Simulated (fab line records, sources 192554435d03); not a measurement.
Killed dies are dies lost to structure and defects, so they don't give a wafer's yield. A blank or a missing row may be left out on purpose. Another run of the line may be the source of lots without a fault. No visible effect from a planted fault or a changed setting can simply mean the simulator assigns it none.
fab line records | flow n5Finfet
record lots=7 wafers=19 lastDay=18
route steps=1938 shown GATE_CUT@488 BEOL_M4@1111 PASSIVATION@1936
lots that met no fault: from a run of the same line without faults
startH: start of the lot's first displayed wafer, in hours after the record's first day | waitH: hours elapsed since this lot's preceding step | " as in the row above | L1.1+2: several wafers, shown together as one row | - either no value or no given start | * or withheld: withheld | < > ~ a bound
route shown NAME@n: names a module that has steps shown in the file, with the first one's number in the route | usual: mean/standard deviation taken from wafers without a fault | same: alike in all rows | chamber/n: place in a boat | sites: the reading at each site | _std_site: standard deviation across them | _edge_site: mean of outer sites minus mean of inner sites | radiusMm: for every site, how far away it sits from the centre of the wafer | mask NAME#n: copy n | behind: tool/chamber where the wafer was last shaped | hold: the reason the lot was held/the length of the hold in hours/how it ended | device: whichever transistor did not switch (one of n, p or np) | end of line: the tests these same wafers got at the end of their route | where a step has no rows: the recipe by itself | killed: count of dies lost to structure and defects at first sort (not the wafer's yield) | map: a wafer's dies, marking killed ones x, the rest . and places with no die _
set.NAME: the setting that was run; set.NAME@STEP: the one run at that earlier step | model.NAME: the simulator's own value behind a step, which no gauge read
lots at selected steps of the route; one table per step, one row per wafer
services: the hour from which a tool's chamber was out of use, counted from the record's first day as startH (under 0 if before that day), plus the number of hours and why
## steps
# step N5_GATE_CUT_OVL_MEAS_14
# recipe pointsPerWafer=522
# usual GATE_CUT_OVL=0.1/0.67
# columns lot.wafer tool chamber startH waitH GATE_CUT_OVL[nm]
L304.2 overlay-01 0 88.20 0.0 0.3
L304.3 " 0 " " 0.5
L304.5 " 0 " " 0.6
L311.1 overlay-02 0 125.09 0.0 -0.5
L311.3 " 0 " " -0.7
L311.5 " 0 " " -0.3
L319.1 overlay-02 0 176.20 0.0 -0.1
L319.6 " 0 " " 1.0
L320.4 overlay-01 0 181.99 0.0 0.0
L320.6 " 0 " " 1.4
L322.1 overlay-01 0 193.65 0.0 -0.7
L322.2 " 0 " " -0.7
L322.4 " 0 " " 0.3
L324.2 overlay-01 0 204.61 0.0 1.2
L324.3 " 0 " " 0.2
L324.5 " 0 " " 0.1
L327.2 overlay-01 0 225.31 0.0 0.5
L327.3 " 0 " " 0.6
L327.4 " 0 " " 1.0
# step N5_GATE_CUT_INSPECT_15
# recipe mode=adi inspectInstrument=brightfield
# usual rawDefectCount=125/37
# columns lot.wafer tool chamber startH waitH rawDefectCount
L304.2 defectInspect-02 - 88.25 0.0 105
L304.3 " - " " 142
L304.5 " - " " 92
L311.1 defectInspect-01 - 125.15 0.1 121
L311.3 " - " " 143
L311.5 " - " " 192
L319.1 defectInspect-02 - 176.25 0.1 101
L319.6 " - " " 89
L320.4 defectInspect-02 - 182.03 0.0 115
L320.6 " - " " 104
L322.1 defectInspect-02 - 193.71 0.1 129
L322.2 " - " " 57
L322.4 " - " " 73
L324.2 defectInspect-02 - 204.67 0.0 186
L324.3 " - " " 163
L324.5 " - " " 169
L327.2 defectInspect-02 - 225.36 0.0 110
L327.3 " - " " 128
L327.4 " - " " 85
# step N5_GATE_CUT_DESCUM_18
# recipe chemistry=O2 timeS=7 sourcePowerW=50 biasPowerW=20 pressureMtorr=20 rfFrequencyHz=2.712e+07 tempC=40 resist=CAR-EUV o2FlowSccm=225
# usual biasPowerW=20.01/0.057 drypumpMotorCurrentA=5.9/0.73 oesProductAu=0.80/0.068 rfVppV=243.2/1.2 showerheadPlenumPTorr=2.09/0.058 throttleValvePct=20.29/0.17
# columns lot.wafer tool chamber startH waitH biasPowerW drypumpMotorCurrentA oesProductAu rfHoursCounterH rfVppV showerheadPlenumPTorr throttleValvePct
L304.2 rieDiel-01 3 88.29 0.0 20.08 6.4 0.92 14 243.4 2.06 20.31
L304.3 " 2 " " 19.99 5.2 0.74 132 243.4 2.08 19.97
L304.5 " 3 " " 19.98 6.4 0.92 - 242.8 2.06 20.31
L311.1 rieDiel-01 2 125.18 0.0 20.08 5.2 0.74 142 242.6 2.08 19.97
L311.3 " 0 " " 20.05 5.6 0.82 105 242.3 2.12 20.52
L311.5 " 3 " " 20.13 6.4 0.89 - 242.6 2.05 20.34
L319.1 rieDiel-04 1 176.63 0.4 20.02 4.7 0.75 158 245.5 2.18 20.31
L319.6 " 0 " " 20.07 5.4 0.72 - 245.3 2.17 20.36
L320.4 rieDiel-03 2 182.07 0.0 20.09 6.6 0.76 175 241.3 2.01 20.58
L320.6 " 3 " " 19.97 6.5 0.72 - 243.6 2.05 20.27
L322.1 rieDiel-04 1 193.77 0.1 20.03 4.7 0.74 164 244.8 2.18 20.31
L322.2 " 2 " " 19.98 6.5 0.88 20 242.0 2.07 20.22
L322.4 " 0 " " 20.02 5.3 0.73 193 244.4 2.17 20.36
L324.2 rieDiel-04 2 204.85 0.2 20.09 6.5 0.89 23 243.7 2.07 20.23
L324.3 " 0 " " 20.02 5.4 0.73 196 243.4 2.17 20.35
L324.5 " 1 " " 20.01 4.7 0.73 - 245.2 2.18 20.30
L327.2 rieDiel-01 0 225.42 0.1 19.98 5.6 0.80 133 243.3 2.11 20.56
L327.3 " 2 " " 20.01 5.2 0.70 176 241.7 2.07 20.02
L327.4 " 3 " " 20.02 6.4 0.84 52 242.9 2.05 20.37
# step N5_GATE_CUT_ETCH_28
# recipe chemistry=N2/H2 target=underlayer targetDepthA=130 maskMaterial=CAR-EUV timeS=10.4 ionEnergyEv=200 pressureMtorr=30 sourceW=840 biasW=150 n2FlowSccm=200 h2FlowSccm=200 ends=cleared
# usual drypumpMotorCurrentA=5.9/0.73 etchRfOnTimeS=10.51/0.24 n2FlowSccm=200.0/0.57 oesProductAu=0.68/0.057 rfVppV=523.9/2 showerheadPlenumPTorr=2.54/0.077 throttleValvePct=17.73/0.21
# columns lot.wafer tool chamber startH waitH drypumpMotorCurrentA etchRfOnTimeS n2FlowSccm oesProductAu rfHoursCounterH rfVppV showerheadPlenumPTorr throttleValvePct
L304.2 rieDiel-01 3 88.32 0.0 6.4 10.56 199.8 0.79 14 522.6 2.50 17.71
L304.3 " 2 " " 5.2 10.75 199.7 0.64 132 525.8 2.55 17.54
L304.5 " 3 " " 6.4 10.64 200.7 0.78 - 522.0 2.50 17.70
L311.1 rieDiel-01 2 125.21 0.0 5.2 10.71 199.9 0.62 142 523.6 2.55 17.56
L311.3 " 0 " " 5.6 10.32 201.1 0.70 105 525.1 2.56 17.78
L311.5 " 3 " " 6.4 10.53 200.8 0.78 - 522.7 2.50 17.71
L319.1 rieDiel-04 1 176.67 0.0 4.7 10.36 200.5 0.63 158 528.1 2.66 17.82
L319.6 " 0 " " 5.4 10.69 200.3 0.61 - 526.8 2.64 17.80
L320.4 rieDiel-03 2 182.10 0.0 6.6 10.49 199.7 0.65 175 520.2 2.42 17.95
L320.6 " 3 " " 6.5 10.27 198.7 0.62 - 525.1 2.53 18.01
L322.1 rieDiel-04 1 193.81 0.0 4.7 10.25 200.1 0.64 164 525.2 2.66 17.84
L322.2 " 2 " " 6.5 10.59 200.8 0.75 20 521.8 2.48 17.36
L322.4 " 0 " " 5.3 10.73 199.7 0.61 193 526.0 2.64 17.80
L324.2 rieDiel-04 2 204.88 0.0 6.5 10.66 200.4 0.75 23 522.9 2.48 17.35
L324.3 " 0 " " 5.3 10.67 200.5 0.60 196 526.7 2.64 17.81
L324.5 " 1 " " 4.7 10.22 200.7 0.63 - 527.7 2.66 17.85
L327.2 rieDiel-01 0 225.45 0.0 5.6 10.16 200.0 0.68 133 525.4 2.55 17.83
L327.3 " 2 " " 5.2 10.71 199.9 0.59 176 523.5 2.53 17.61
L327.4 " 3 " " 6.4 10.55 199.3 0.72 52 522.4 2.48 17.77
# step N5_GATE_CUT_ETCH_36
# recipe chemistry=CF4 target=SiARC targetDepthA=130 maskMaterial=CAR-EUV timeS=21.7 ionEnergyEv=80 pressureMtorr=40 sourceW=545 biasW=36 Ar_flow_sccm=100 cf4FlowSccm=100 ends=cleared
# step N5_GATE_CUT_ETCH_37
# recipe chemistry=N2/H2 target=SOC targetDepthA=600 overetchA=120 maskMaterial=SiARC tempC=40 timeS=90 ionEnergyEv=200 pressureMtorr=30 sourceW=840 biasW=150 n2FlowSccm=200 h2FlowSccm=200
# usual drypumpMotorCurrentA=5.9/0.73 n2FlowSccm=199.9/0.62 oesProductAu=0.71/0.059 rfVppV=523.8/2.1 showerheadPlenumPTorr=2.54/0.077 throttleValvePct=17.70/0.21
# columns lot.wafer tool chamber startH waitH drypumpMotorCurrentA n2FlowSccm oesProductAu rfHoursCounterH rfVppV showerheadPlenumPTorr throttleValvePct
L304.2 rieDiel-01 3 88.37 0.0 6.4 199.8 0.82 15 523.1 2.50 17.67
L304.3 " 2 " " 5.2 199.3 0.68 132 524.3 2.55 17.52
L304.5 " 3 " " 6.4 199.3 0.83 - 523.1 2.50 17.68
L311.1 rieDiel-01 2 125.26 0.0 5.2 200.7 0.66 142 523.1 2.55 17.53
L311.3 " 0 " " 5.6 200.3 0.73 105 526.0 2.56 17.77
L311.5 " 3 " " 6.4 200.0 0.80 - 522.0 2.50 17.70
L319.1 rieDiel-04 1 176.71 0.0 4.7 200.5 0.66 159 526.0 2.66 17.80
L319.6 " 0 " " 5.4 200.2 0.65 - 526.9 2.64 17.77
L320.4 rieDiel-03 2 182.15 0.0 6.6 199.4 0.67 175 519.5 2.42 17.89
L320.6 " 3 " " 6.5 199.9 0.64 - 523.2 2.53 17.99
L322.1 rieDiel-04 1 193.85 0.0 4.7 199.6 0.66 164 526.1 2.66 17.83
L322.2 " 2 " " 6.5 200.5 0.79 20 524.0 2.48 17.33
L322.4 " 0 " " 5.4 198.7 0.64 193 525.2 2.64 17.78
L324.2 rieDiel-04 2 204.93 0.0 6.5 200.0 0.79 23 523.8 2.48 17.31
L324.3 " 0 " " 5.4 198.3 0.64 196 527.4 2.64 17.80
L324.5 " 1 " " 4.7 199.1 0.65 - 526.7 2.66 17.82
L327.2 rieDiel-01 0 225.50 0.0 5.6 199.1 0.70 133 525.0 2.55 17.82
L327.3 " 2 " " 5.2 200.0 0.64 176 523.8 2.53 17.59
L327.4 " 3 " " 6.4 200.2 0.77 52 522.6 2.49 17.75
# step N5_GATE_CUT_STRIP_38
# recipe chemistry=N2/H2 tempC=40 n2FlowSccm=200 h2FlowSccm=200 rfFrequencyHz=6e+07
# step N5_GATE_CUT_STRIP_39
# recipe chemistry=N2/H2 tempC=40 n2FlowSccm=200 h2FlowSccm=200 rfFrequencyHz=6e+07
# step N5_GATE_CUT_HM_OPEN_40
# recipe chemistry=C4F6/O2 target=SiO2 maskMaterial=SiARC targetDepthA=1390 timeS=85.1 ionEnergyEv=250 pressureMtorr=30 sourceW=345 biasW=185 Ar_flow_sccm=300 C4F6_flow_sccm=10 O2_flow_sccm=10 ends=cleared
# usual drypumpMotorCurrentA=5.9/0.73 etchRfOnTimeS=95.0/2 oesProductAu=0.72/0.061 rfVppV=668/17 showerheadPlenumPTorr=2.84/0.073 throttleValvePct=20.76/0.16
# columns lot.wafer tool chamber startH waitH drypumpMotorCurrentA etchRfOnTimeS oesProductAu rfHoursCounterH rfVppV showerheadPlenumPTorr throttleValvePct
L304.2 rieDiel-01 3 88.45 0.0 6.4 94.1 0.84 15 651 2.81 20.86
L304.3 " 2 " " 5.2 95.1 0.67 132 676 2.87 20.65
L304.5 " 3 " " 6.4 95.2 0.83 - 653 2.81 20.86
L311.1 rieDiel-01 2 125.34 0.0 5.2 96.7 0.66 142 675 2.86 20.68
L311.3 " 0 " " 5.6 94.5 0.73 105 664 2.89 21.04
L311.5 " 3 " " 6.4 95.9 0.81 - 652 2.80 20.87
L319.1 rieDiel-04 1 176.80 0.0 4.7 93.7 0.66 159 674 2.95 20.75
L319.6 " 0 " " 5.4 98.2 0.65 - 684 2.92 20.74
L320.4 rieDiel-03 2 182.23 0.0 6.6 95.0 0.68 175 635 2.72 20.98
L320.6 " 3 " " 6.5 94.0 0.66 - 644 2.80 20.83
L322.1 rieDiel-04 1 193.94 0.0 4.7 94.2 0.67 164 675 2.95 20.77
L322.2 " 2 " " 6.5 96.2 0.79 20 681 2.79 20.58
L322.4 " 0 " " 5.4 97.5 0.65 193 685 2.92 20.73
L324.2 rieDiel-04 2 205.01 0.0 6.4 95.3 0.79 23 682 2.79 20.60
L324.3 " 0 " " 5.4 96.2 0.64 196 685 2.92 20.74
L324.5 " 1 " " 4.7 95.2 0.66 - 673 2.95 20.76
L327.2 rieDiel-01 0 225.58 0.0 5.6 92.6 0.71 133 664 2.87 21.08
L327.3 " 2 " " 5.2 99.5 0.64 176 676 2.85 20.72
L327.4 " 3 " " 6.4 97.7 0.76 52 651 2.79 20.92
# step N5_GATE_CUT_STRIP_41
# recipe chemistry=CF4 resist=SiARC powerW=300 biasPowerW=75 pressureMtorr=50 cf4FlowSccm=150 rfFrequencyHz=6e+07
# step N5_GATE_CUT_STRIP_42
# recipe chemistry=O2 powerW=400 tempC=40 pressureMtorr=30 rfFrequencyHz=6e+07 biasPowerW=0 overashFraction=0.3 o2FlowSccm=225
# usual drypumpMotorCurrentA=5.9/0.73 oesProductAu=0.80/0.068 rfVppV=3.6/0.44 showerheadPlenumPTorr=2.10/0.058 throttleValvePct=16.54/0.17
# same biasPowerW=0
# columns lot.wafer tool chamber startH waitH drypumpMotorCurrentA oesProductAu rfHoursCounterH rfVppV showerheadPlenumPTorr throttleValvePct
L304.2 rieDiel-01 3 88.53 0.0 6.4 0.92 15 3.5 2.06 16.51
L304.3 " 2 " " 5.2 0.74 132 2.5 2.09 16.26
L304.5 " 3 " " 6.5 0.92 - 4.0 2.06 16.50
L311.1 rieDiel-01 2 125.43 0.0 5.2 0.73 142 4.1 2.08 16.30
L311.3 " 0 " " 5.6 0.82 105 3.1 2.12 16.74
L311.5 " 3 " " 6.4 0.91 - 3.3 2.06 16.53
L319.1 rieDiel-04 1 176.88 0.0 4.7 0.74 159 2.9 2.19 16.55
L319.6 " 0 " " 5.4 0.71 - 3.5 2.18 16.66
L320.4 rieDiel-03 2 182.31 0.0 6.6 0.76 175 3.3 2.02 16.85
L320.6 " 3 " " 6.4 0.72 - 3.2 2.05 16.61
L322.1 rieDiel-04 1 194.02 0.0 4.7 0.74 164 3.4 2.18 16.56
L322.2 " 2 " " 6.5 0.89 20 3.3 2.07 16.44
L322.4 " 0 " " 5.4 0.72 193 3.9 2.17 16.67
L324.2 rieDiel-04 2 205.09 0.0 6.4 0.89 23 3.7 2.07 16.43
L324.3 " 0 " " 5.4 0.72 196 4.0 2.17 16.66
L324.5 " 1 " " 4.7 0.75 - 3.1 2.18 16.56
L327.2 rieDiel-01 0 225.66 0.0 5.6 0.79 133 5.3 2.11 16.79
L327.3 " 2 " " 5.2 0.70 176 2.5 2.07 16.35
L327.4 " 3 " " 6.4 0.85 52 3.3 2.05 16.56
# step N5_GATE_CUT_ETCH_19
# recipe chemistry=CH3F/O2 target=SiNx maskMaterial=SiO2 targetDepthA=537 timeS=76.7 pressureMtorr=30 sourceW=395 biasW=73 Ar_flow_sccm=150 CH3F_flow_sccm=30 O2_flow_sccm=20 ionEnergyEv=120 ends=cleared
# step N5_GATE_CUT_CUT_ETCH_53
# recipe chemistry=SF6/Cl2 target=W maskMaterial=SiO2 targetDepthA=792 pressureMtorr=8 icpW=900 biasW=80 SF6_flow_sccm=40 Cl2_flow_sccm=60 ends=cleared
# usual drypumpMotorCurrentA=5.7/0.64 etchRfOnTimeS=26.3/0.71 mfcCl2Sccm=60.01/0.18 oesProductAu=0.77/0.081 throttleValvePct=28.77/0.13
# columns lot.wafer tool chamber startH waitH drypumpMotorCurrentA etchRfOnTimeS mfcCl2Sccm oesProductAu rfHoursCounterH throttleValvePct
L304.2 rieMetal-02 1 88.68 0.1 6.1 25.8 59.91 0.67 64 28.95
L304.3 " 0 " " 5.3 26.2 59.92 0.58 - 28.80
L304.5 " 0 " " 5.3 26.1 59.91 0.59 - 28.82
L311.1 rieMetal-03 1 125.57 0.1 5.7 26.9 60.13 0.69 36 28.73
L311.3 " 0 " " 6.5 26.7 60.07 0.79 - 28.88
L311.5 " 0 " " 6.4 26.7 60.21 0.80 - 28.87
L319.1 rieMetal-03 1 177.03 0.1 5.7 27.2 60.35 0.68 42 28.72
L319.6 " 1 " " 5.7 17.5 59.97 0.89 - 28.75
L320.4 rieMetal-03 1 182.48 0.1 5.7 17.3 59.78 0.90 - 28.74
L320.6 " 0 " " 6.5 17.2 59.79 1.01 - 28.90
L322.1 rieMetal-03 1 194.17 0.1 5.7 26.9 59.70 0.68 43 28.73
L322.2 " 0 " " 6.4 27.2 60.35 0.76 15 28.87
L322.4 " 1 " " 5.7 17.3 59.79 0.89 - 28.75
L324.2 rieMetal-01 0 205.25 0.1 4.6 24.9 60.21 0.84 9 28.85
L324.3 " 0 " " 4.6 24.9 60.14 0.85 - 28.84
L324.5 " 1 " " 5.9 26.3 60.15 0.81 - 28.53
L327.2 rieMetal-01 1 225.81 0.1 5.9 26.5 59.84 0.78 10 28.56
L327.3 " 1 " " 5.9 26.3 59.99 0.79 - 28.53
L327.4 " 0 " " 4.6 25.1 60.06 0.83 - 28.85
# step N5_GATE_CUT_CUT_ETCH_54
# recipe chemistry=Cl2/BCl3 target=TiN maskMaterial=SiO2 targetDepthA=967 pressureMtorr=10 icpW=1000 biasW=126 Cl2_flow_sccm=53.25 bcl3FlowSccm=21.75 Ar_flow_sccm=25 ends=cleared
# step N5_BEOL_M4_RC_MEAS_101
# usual DIBL_N=36.3/2 DIBL_P=36.3/2.4 IOFF_N=0.16/0.034 IOFF_P=0.21/0.035 ION_N=672/12 ION_P=459/6.5 SS_N=71.6/0.67 SS_P=73.3/0.71 VT_N=250/3.5 VT_P=-251/3
# columns lot.wafer tool chamber startH waitH DIBL_N[mV/V] DIBL_P[mV/V] IOFF_N[nA/um] IOFF_P[nA/um] ION_N[uA/um] ION_P[uA/um] SS_N[mV/dec] SS_P[mV/dec] VT_N[mV] VT_P[mV]
L304.2 prober-02 0 168.59 0.2 39.1 37.4 0.18 0.24 670 462 72.4 72.9 248 -247
L304.3 " 0 " " 35.9 33.7 0.13 0.18 685 467 70.7 73.0 252 -249
L304.5 " 0 " " 34.6 32.9 0.11 0.17 648 453 70.7 72.7 255 -252
L311.1 prober-02 0 219.81 0.0 33.2 32.5 0.13 0.17 669 456 72.0 72.4 251 -255
L311.3 " 0 " " 35.0 35.7 0.16 0.22 673 462 72.4 73.3 249 -247
L311.5 " 0 " " 32.8 32.0 0.12 0.17 652 446 71.1 72.3 253 -250
L319.1 prober-01 0 286.38 0.0 35.8 36.9 0.16 0.23 665 459 71.2 72.6 248 -249
L319.6 " 0 " " 35.6 36.2 0.15 0.22 669 455 71.2 73.1 250 -251
L324.2 prober-02 0 296.36 0.2 33.6 32.7 0.13 0.16 674 456 71.3 72.5 251 -253
L324.3 " 0 " " 35.7 35.4 0.17 0.19 684 458 71.8 72.8 247 -251
L324.5 " 0 " " 36.7 37.5 0.20 0.22 695 467 72.5 73.0 244 -249
L320.4 prober-02 0 303.42 0.5 33.7 33.8 0.12 0.17 669 471 70.9 71.8 252 -251
L320.6 " 0 " " 36.4 36.4 0.15 0.20 660 458 71.6 73.0 250 -249
L322.1 prober-02 0 318.71 0.0 35.9 35.4 0.17 0.19 672 457 71.6 73.7 249 -253
L322.2 " 0 " " 34.7 34.2 0.14 0.18 674 451 71.0 72.9 252 -251
L322.4 " 0 " " 37.3 38.2 0.22 0.24 687 459 72.3 74.5 243 -250
L327.2 prober-01 0 326.54 0.2 38.5 39.2 0.23 0.26 693 467 72.8 73.9 242 -247
L327.3 " 0 " " 37.8 38.4 0.23 0.26 685 459 72.2 73.7 243 -247
L327.4 " 0 " " 38.6 39.4 0.23 0.26 686 460 71.8 74.3 244 -245
# step N5_PASSIVATION_PROBE_49
# usual defectLimitedYield=91.4/1.5 killed_at_M0_to_M3=33/11 killed_at_M4_up=14/5.3 killedAtContacts=13/6.2 killedAtFrontEnd=39/13 killedAtOther=3.1/2.8 killedDies=102/17 killedOpen=68/13 killedShort=32/7.8 sort_bin_5_function=5.1/0.95 sort_bin_6_memory=3.2/0.7 sortNPass=1078/18 sortYieldPct=91.3/1.5
# same grossDies=1180 killedAtBackSide=0 sort_bin_4_leakage[%]=0 sort_bin_8_speed[%]=0
# columns lot.wafer tool chamber startH waitH defectLimitedYield[%] killed_at_M0_to_M3 killed_at_M4_up killedAtContacts killedAtFrontEnd killedAtOther killedDies killedOpen killedShort sort_bin_5_function[%] sort_bin_6_memory[%] sortNPass sortYieldPct[%]
L319.6 prober-02 - 388.88 0.3 90.3 38 12 16 47 1 114 77 37 5.7 3.6 1066 90.3
# killed by level:class
L319.6 MOL_CONTACT_COAG:geometricParticle:open=13 DUMMY_GATE:geometricParticle:open=10 BEOL_M4:geometricParticle:open=10 BEOL_M0_SAQP:geometricParticle:short=10 BEOL_M2:geometricParticle:open=9 FIN_SAQP:geometricParticle:short=8 FIN_SAQP:geometricParticle:open=7 BEOL_M0_SAQP:geometricParticle:open=7
## services
# columns tool chamber startH hours kind
rieDiel-03 0 65.90 7.4 repair
rieMetal-01 1 74.07 - clean
rieMetal-01 1 74.07 24.8 scheduledDown
rieMetal-01 1 74.07 24.8 ventCycle
rieDiel-03 0 79.78 8.1 repair
rieMetal-01 0 96.01 12.8 repair
rieMetal-02 - 97.60 0.3 repair
rieDiel-04 2 118.16 - clean
rieDiel-04 2 118.16 - consumableReplace:focusRing
rieDiel-04 2 118.16 20.2 scheduledDown
rieDiel-04 2 118.16 20.2 ventCycle
rieDiel-01 1 136.98 6.2 repair
rieDiel-04 3 157.82 7.7 repair
rieDiel-01 3 159.74 5.1 repair
rieDiel-04 0 164.51 10.8 repair
rieDiel-01 0 192.03 15.2 repair
rieMetal-02 - 192.83 2.7 repair
rieDiel-01 3 199.51 13.7 repair
rieDiel-01 1 203.97 4.9 repair
rieMetal-02 - 206.77 2.8 pm
## key
firstSign step=N5_GATE_CUT_CUT_ETCH_53 reading=etchRfOnTimeS direction=down sigmas=13 usual=* struck=*
effect step=N5_GATE_CUT_CUT_ETCH_53 reading=oesProductAu direction=up sigmas=1.9 usual=0.77 struck=0.92
metAt N5_GATE_CUT_CUT_ETCH_53
struckWafers L319.6,L320.4,L320.6,L322.4
onsetBetween 125.57 177.03
fault kind=processParameterDrift tool=rieMetal-03 chamber=- onsetH=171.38 steps=N5_GATE_CUT_CUT_ETCH_53 channel=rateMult offset=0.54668 shape=step endH=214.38 scope=struckWafersOnly
